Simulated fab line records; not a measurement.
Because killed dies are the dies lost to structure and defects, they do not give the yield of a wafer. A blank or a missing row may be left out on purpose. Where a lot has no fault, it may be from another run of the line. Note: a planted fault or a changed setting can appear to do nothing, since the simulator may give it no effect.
A struck lot beside a sound one + flow nand-harc + 13 steps out of a route of 1302
Sound: wafers L723.1, L723.3, L723.5. Wafers struck: L724.1, L724.2. At the end, the cause is stated.
Per side, at each step with rows, come the tool, then ch with its chambers, and then its first start. Under that, the readings that differ: sound wafers + struck wafers + difference of the means + sigmas: that difference in standard deviations of wafers without a fault.
alike: readings with means less than 2 such deviations apart, plus words and numbers identical on both sides. not compared: withheld readings, readings lacking a value on some wafer, bounds such as >300 that could conceal the same value, and numbers that have no deviation in the record and whose values overlap.
Wherever a step has rows on one side only, a row that says differs or no value, or a row with sigmas, the two part there. Numbers that don't overlap but have no deviation are shown without sigmas and don't part them. A reading that every wafer of one side lacks parts them only if that side has two wafers or more.

NHARC_P_GATE_RTA_82: time 30 s.
  sound on rtp-anneal-02 ch 0, day 7 13:34; struck on rtp-anneal-01 ch 0, day 7 17:54
| reading          | sound             | struck      | difference | sigmas |
|------------------|-------------------|-------------|------------|--------|
| wafer_temp_C_max | 455.2 452.9 453.8 | 455.2 456.0 | +1.6       | +2     |
  alike: lamp-power-pct
NHARC_P_GATE_INSPECT_68:
  sound: defect-inspect-01 at day 7 13:46; struck: defect-inspect-02 at day 7 18:06
  alike: raw-defect-count
NHARC_P_CONTACT_DEP_30: deposits SiNx, target thk 30 nm.
  sound on pecvd-04 ch 0,1, day 7 13:50; struck on pecvd-01 ch 0,2, day 7 18:10
  alike: heater-power-w
NHARC_P_CONTACT_DEP_00: deposits SiO2, target thk 500 nm.
  sound on pecvd-04 ch 0,1; struck on pecvd-01 ch 0,2, day 7 18:31
  alike: heater-power-w, throttle-valve-pct
NHARC_P_CONTACT_CMP_01: polishes SiO2, target thk 200 nm.
  sound on cmp-04 ch 1,2,3, day 7 14:32; struck on cmp-04 ch 2,3, day 7 19:09
  alike: motor-current-A
then, 6 steps without rows for these wafers: NHARC_P_CONTACT_SRD_03; NHARC_P_CONTACT_DEHYDRATE_04 (time 120 s); NHARC_P_CONTACT_HMDS_05 (time 30 s); NHARC_P_CONTACT_COAT_33 (time 75 s); NHARC_P_CONTACT_COAT_34 (time 65 s); NHARC_P_CONTACT_COAT_06 (resist thk 90 nm).
NHARC_P_CONTACT_SOFTBAKE_07: time 55 s.
  sound on litho-track-06 ch 0, day 7 14:00; struck on litho-track-06 ch 0, day 7 19:00
| reading                  | sound                | struck        | difference | sigmas      |
|--------------------------|----------------------|---------------|------------|-------------|
| heater-power-total-W (W) | 188.35 188.68 188.36 | 222.59 222.54 | +34.10     | +99 or more |
next, for these wafers, 1 step has no rows: NHARC_P_CONTACT_EBR_08.

WHERE THEY PART
At NHARC_P_GATE_RTA_82 first; at NHARC_P_CONTACT_SOFTBAKE_07 last (within this record only).

WHY: what had been put in by the simulator
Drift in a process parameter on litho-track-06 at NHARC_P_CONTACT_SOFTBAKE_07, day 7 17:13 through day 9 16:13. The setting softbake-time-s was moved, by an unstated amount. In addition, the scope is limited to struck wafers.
